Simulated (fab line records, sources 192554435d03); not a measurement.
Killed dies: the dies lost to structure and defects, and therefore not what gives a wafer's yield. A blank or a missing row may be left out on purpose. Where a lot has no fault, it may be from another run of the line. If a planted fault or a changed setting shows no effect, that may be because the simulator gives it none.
Lot-split experiment + flow n5_finfet + 7 lots, 39 wafers read, on a route of 1938 steps

THE SPLIT ITSELF
At N5_FIN_SAQP_SPACER2_ALD_28 (deposits SiO2, target thk 8.1 nm, pulse time 1 s, purge time 2 s), the setting target_thk_a was moved away from the recipe's 81 angstrom on 9 of the 39 wafers read, by -3.8% to +9.3%. All remaining wafers had this setting at the recipe value.

FROM THE SPLIT ON TO THE READING: in between, the file shows 1 step
- N5_FIN_SAQP_SPACER2_ETCHBACK_29: etches SiO2 in CHF3/O2, target depth 12.2 nm, time 6.1 s

THE READING
FIN_SAQP.cd_nm (the simulator's own value, which no gauge read), in nm, at N5_FIN_SAQP_MANDREL2_REMOVE_60 (chemistry HBr/Cl2/O2, target a-Si, stops on SiNx, bt time 10 s). The file gives no usual value for it. Here, 30 wafers ran the recipe; their average is 8.1 nm with a standard deviation of 0.1 nm.

| wafer  | tool, chamber at the split | target_thk_a as run, angstrom | against the recipe | FIN_SAQP.cd_nm, nm | against lot-mates on the recipe |
|--------|----------------------------|-------------------------------|--------------------|--------------------|---------------------------------|
| L075.1 | ald_sin-03, 3,2            | 81                            | recipe             | 8.2                | -                               |
| L075.2 | ald_sin-03, 3,2            | 81                            | recipe             | 8                  | -                               |
| L075.3 | ald_sin-03, 0              | 81                            | recipe             | 8                  | -                               |
| L076.1 | ald_sin-03, 1,2,0,3        | 81                            | recipe             | 8                  | -                               |
| L076.3 | ald_sin-03, 0,3            | 81                            | recipe             | 8                  | -                               |
| L076.4 | ald_sin-03, 0,3            | 81                            | recipe             | 8                  | -                               |
| L076.6 | ald_sin-03, 1,2,0,3        | 81                            | recipe             | 8                  | -                               |
| L076.2 | ald_sin-03, 1,2,0,3        | 81                            | recipe             | 8.2                | -                               |
| L076.5 | ald_sin-03, 1,2,0,3        | 81                            | recipe             | 8.2                | -                               |
| L079.1 | ald_sin-03, 2,0,0          | 77.93                         | -3.8%              | 7.8                | -0.3                            |
| L079.2 | ald_sin-03, 2,0,0          | 77.93                         | -3.8%              | 7.8                | -0.3                            |
| L079.5 | ald_sin-03, 2,0,0          | 77.93                         | -3.8%              | 7.8                | -0.3                            |
| L079.3 | ald_sin-03, 3              | 81                            | recipe             | 8.2                | -                               |
| L079.4 | ald_sin-03, 1              | 81                            | recipe             | 8.2                | -                               |
| L079.6 | ald_sin-03, 1              | 81                            | recipe             | 8                  | -                               |
| L080.1 | ald_sin-02, 1,0,2,1,2      | 81                            | recipe             | 8                  | -                               |
| L080.2 | ald_sin-02, 3              | 81                            | recipe             | 8                  | -                               |
| L080.3 | ald_sin-02, 1,0,2,1,2      | 81                            | recipe             | 8                  | -                               |
| L080.5 | ald_sin-02, 1,0,2,1,2      | 81                            | recipe             | 8                  | -                               |
| L080.6 | ald_sin-02, 1,0,2,1,2      | 81                            | recipe             | 8                  | -                               |
| L080.4 | ald_sin-02, 1,0,2,1,2      | 81                            | recipe             | 8.2                | -                               |
| L082.1 | ald_sin-03, 3              | 81                            | recipe             | 8                  | -                               |
| L082.5 | ald_sin-03, 0,2            | 81                            | recipe             | 8                  | -                               |
| L082.2 | ald_sin-03, 2,1,1          | 88.5                          | +9.3%              | 8.8                | +0.7                            |
| L082.3 | ald_sin-03, 2,1,1          | 88.5                          | +9.3%              | 8.8                | +0.7                            |
| L082.4 | ald_sin-03, 0,2            | 81                            | recipe             | 8.2                | -                               |
| L082.6 | ald_sin-03, 2,1,1          | 88.5                          | +9.3%              | 8.6                | +0.5                            |
| L095.1 | ald_sin-01, 0,2,1          | 81                            | recipe             | 8                  | -                               |
| L095.2 | ald_sin-01, 0,2,1          | 81                            | recipe             | 8.2                | -                               |
| L095.5 | ald_sin-01, 0,2,1          | 81                            | recipe             | 8.2                | -                               |
| L095.3 | ald_sin-01, 1,3,2          | 77.99                         | -3.7%              | 7.6                | -0.5                            |
| L095.6 | ald_sin-01, 1,3,2          | 77.99                         | -3.7%              | 7.6                | -0.5                            |
| L095.4 | ald_sin-01, 1,3,2          | 77.99                         | -3.7%              | 7.8                | -0.3                            |
| L097.1 | ald_sin-01, 3,2            | 81                            | recipe             | 8.2                | -                               |
| L097.2 | ald_sin-01, 3,2            | 81                            | recipe             | 8.2                | -                               |
| L097.4 | ald_sin-01, 1,0,2,1        | 81                            | recipe             | 8.2                | -                               |
| L097.5 | ald_sin-01, 1,0,2,1        | 81                            | recipe             | 8.2                | -                               |
| L097.6 | ald_sin-01, 1,0,2,1        | 81                            | recipe             | 8.2                | -                               |
| L097.3 | ald_sin-01, 1,0,2,1        | 81                            | recipe             | 8                  | -                               |
Rows listing several chambers each stand for several wafers; the file does not say which wafer went through which chamber.

FIT RESULTS
A straight line over all 39 wafers: FIN_SAQP.cd_nm changes by +0.076 nm for each +1% of target_thk_a; r = +0.91; the points scatter about the line by 0.11 nm.
The same after taking each lot's own level away (the mean of its wafers on the recipe; 39 wafers): +0.0808 nm for each +1%; r = +0.93; scatter 0.1 nm.
According to that fit, moving target_thk_a by its largest amount changes the reading by 0.75 nm.
The span of the lots' own levels, 8.03 to 8.17 nm, comes to 1.3 times the standard deviation stated above.
So the lot-to-lot level changes the slope little: the two slopes agree.
Check: +0.725 nm against its lot-mates is what the line predicts for one of the wafers moved furthest among these (+9.3%) when that wafer is left out of the fit. Against them it came out at +0.733 nm.

THE OTHER SPLITS THESE WAFERS WENT THROUGH
Before the reading, these wafers also passed through other splits. Each is held against what the fit with the lots' levels taken away leaves over:
| other split on the same wafers | wafers away from the commonest value | r with FIN_SAQP.cd_nm (lot level and that fit taken away) |
|--------------------------------|--------------------------------------|-----------------------------------------------------------|
| N5_FIN_SAQP_ETCH_52 source_w   | 12                                   | +0.32                                                     |

THE WHOLE CHAIN: every reading that the file lists as answering this split, in the file's order
| step                           | what it does                                                     | reading                                                                                 | change (the file's fit)                | r (the file's) |
|--------------------------------|------------------------------------------------------------------|-----------------------------------------------------------------------------------------|----------------------------------------|----------------|
| N5_FIN_SAQP_SPACER2_ALD_28     | deposits SiO2, target thk 8.1 nm, pulse time 1 s, purge time 2 s | SiO2_of_FIN_SAQP_SPACER2_ALD_28.thk_nm (the simulator's own value, which no gauge read) | +0.075 nm for each +1% of the setting  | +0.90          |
| N5_FIN_SAQP_MANDREL2_REMOVE_60 | chemistry HBr/Cl2/O2, target a-Si, stops on SiNx, bt time 10 s   | FIN_SAQP.cd_nm (the simulator's own value, which no gauge read)                         | +0.0805 nm for each +1% of the setting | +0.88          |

THE FILE'S OWN FIT
FIN_SAQP.cd_nm changes by +0.0805 nm for each +1% of target_thk_a, r = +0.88.
